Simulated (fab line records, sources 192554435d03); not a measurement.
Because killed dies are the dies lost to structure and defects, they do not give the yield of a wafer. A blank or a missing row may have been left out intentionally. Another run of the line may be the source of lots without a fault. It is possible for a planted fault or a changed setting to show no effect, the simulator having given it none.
Split-lot study    flow n5-finfet    route with 1938 steps; 7 lots, 21 wafers read

SPLIT DETAILS
At N5_BEOL_M14_TRENCH_ETCH_34 (etches SiO2 in C4F8/O2/Ar, target depth 556.65 nm, time 126.9 s), the setting time-s was moved away from the recipe's 126.9 s on 8 of the 21 wafers read, by -16.0% to +13.3%. All remaining wafers had this setting at the recipe value.

FROM THE SPLIT TO THE READING: what the file shows between them, 12 steps
- N5_BEOL_M14_STRIP_70: strips in C4F8/O2/Ar
- N5_BEOL_M14_OCD_MEAS_35
- N5_BEOL_M14_STRIP_37: strips in O2
- N5_BEOL_M14_ETCH_38: etches SiCN in CF4/N2, target depth 106.5 nm, time 120.6 s
- N5_BEOL_M14_PRECLEAN_39: cleans in residue remover, time 60 s
- N5_BEOL_M14_SRD_40: time 30 s, dry time 30 s
- N5_BEOL_M14_ECD_47: material Cu, target thk 1248 nm
- N5_BEOL_M14_ANNEAL_48: time 90 s
- N5_BEOL_M14_CMP_49: polishes, stops on SiO2, t overpolish 5.2 s, target thk 560 nm
- N5_BEOL_M14_THK_MEAS_50: measures by xrf
- N5_BEOL_M14_PRE_CLEAN_52: time 15 s
- N5_BEOL_M14_DEP_53: deposits SiCN from 3MS/NH3, target thk 50 nm, time 17.8 s

THE READING
M14_RS, in ohm/sq, at N5_BEOL_M14_RS_MEAS_54 (measures by four-point-probe). On this fab line, fault-free wafers typically give 0.0332 ohm/sq with a standard deviation of 0.00076 ohm/sq.

wafer   tool, chamber at the split  time-s as run, s  against the recipe  M14_RS, ohm/sq  against lot-mates on the recipe
L076.2  rie-diel-06, 2              126.9             recipe              0.0333          -
L076.5  rie-diel-06, 2              126.9             recipe              0.0332          -
L076.6  rie-diel-06, 1              126.9             recipe              0.0313          -
L077.1  rie-diel-05, 3              143.8             +13.3%              0.0300          -0.0033
L077.2  rie-diel-05, 2              126.9             recipe              0.0333          -
L077.4  rie-diel-05, 0              143.8             +13.3%              0.0297          -0.0036
L082.1  rie-diel-04, 2              138.2             +8.9%               0.0303          -0.0043
L082.4  rie-diel-04, 1              126.9             recipe              0.0346          -
L082.5  rie-diel-04, 1              138.2             +8.9%               0.0315          -0.0031
L083.2  rie-diel-04, 2              135.4             +6.7%               0.0308          -0.0034
L083.3  rie-diel-04, 0              135.4             +6.7%               0.0315          -0.0027
L083.5  rie-diel-04, 1              126.9             recipe              0.0342          -
L090.1  rie-diel-04, 1              106.6             -16.0%              0.0409          +0.0079
L090.2  rie-diel-04, 3              126.9             recipe              0.0328          -
L090.5  rie-diel-04, 2              126.9             recipe              0.0332          -
L094.3  rie-diel-04, 3              126.9             recipe              0.0333          -
L094.4  rie-diel-04, 1              119.7             -5.7%               0.0360          +0.0029
L094.6  rie-diel-04, 2              126.9             recipe              0.0328          -
L096.1  rie-diel-05, 0              126.9             recipe              0.0335          -
L096.2  rie-diel-05, 2              126.9             recipe              0.0329          -
L096.5  rie-diel-05, 2              126.9             recipe              0.0327          -

FIT RESULTS
A straight line over all 21 wafers: M14_RS changes by -0.000347 ohm/sq for each +1% of time-s; r = -0.93; the points scatter about the line by 0.00091 ohm/sq.
The same after taking each lot's own level away (the mean of its wafers on the recipe; 21 wafers): -0.000392 ohm/sq for each +1%; r = -0.95; scatter 0.00083 ohm/sq.
Per that fit: largest time-s move, reading shift of 0.0063 ohm/sq.
The lots' own levels span 0.03260 to 0.03460 ohm/sq, that is 2.6 times the standard deviation above.
So the lot-to-lot level changes the slope: the two fits differ.
Check: for one of the wafers moved furthest among these (-16.0%), held out of the fit, the line's prediction against its lot-mates is +0.00546 ohm/sq. Against them it came out at +0.0079 ohm/sq.

THE WHOLE CHAIN: every reading that the file lists as answering this split, in the file's order
step                        what it does                                                     reading                                                                        change (the file's fit)                r (the file's)
N5_BEOL_M14_TRENCH_ETCH_34  etches SiO2 in C4F8/O2/Ar, target depth 556.65 nm, time 126.9 s  etch.depth-nm (the simulator's own value, which no gauge read)                 +6.46 nm for each +1% of the setting   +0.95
N5_BEOL_M14_OCD_MEAS_35                                                                      trench-depth-nm                                                                +6.46 nm for each +1% of the setting   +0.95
N5_BEOL_M14_CMP_49          polishes, stops on SiO2, t overpolish 5.2 s, target thk 560 nm   Cu_of_BEOL_M14_ECD_47.thk-nm (the simulator's own value, which no gauge read)  +6.37 nm for each +1% of the setting   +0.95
N5_BEOL_M14_THK_MEAS_50     measures by xrf                                                  M14_THK                                                                        +6.45 for each +1% of the setting      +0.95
N5_BEOL_M14_RS_MEAS_54      measures by four-point-probe                                     M14_RS                                                                         -0.000415 for each +1% of the setting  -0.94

FILE'S OWN FIT
M14_RS changes by -0.000415 ohm/sq for each +1% of time-s, r = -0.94.
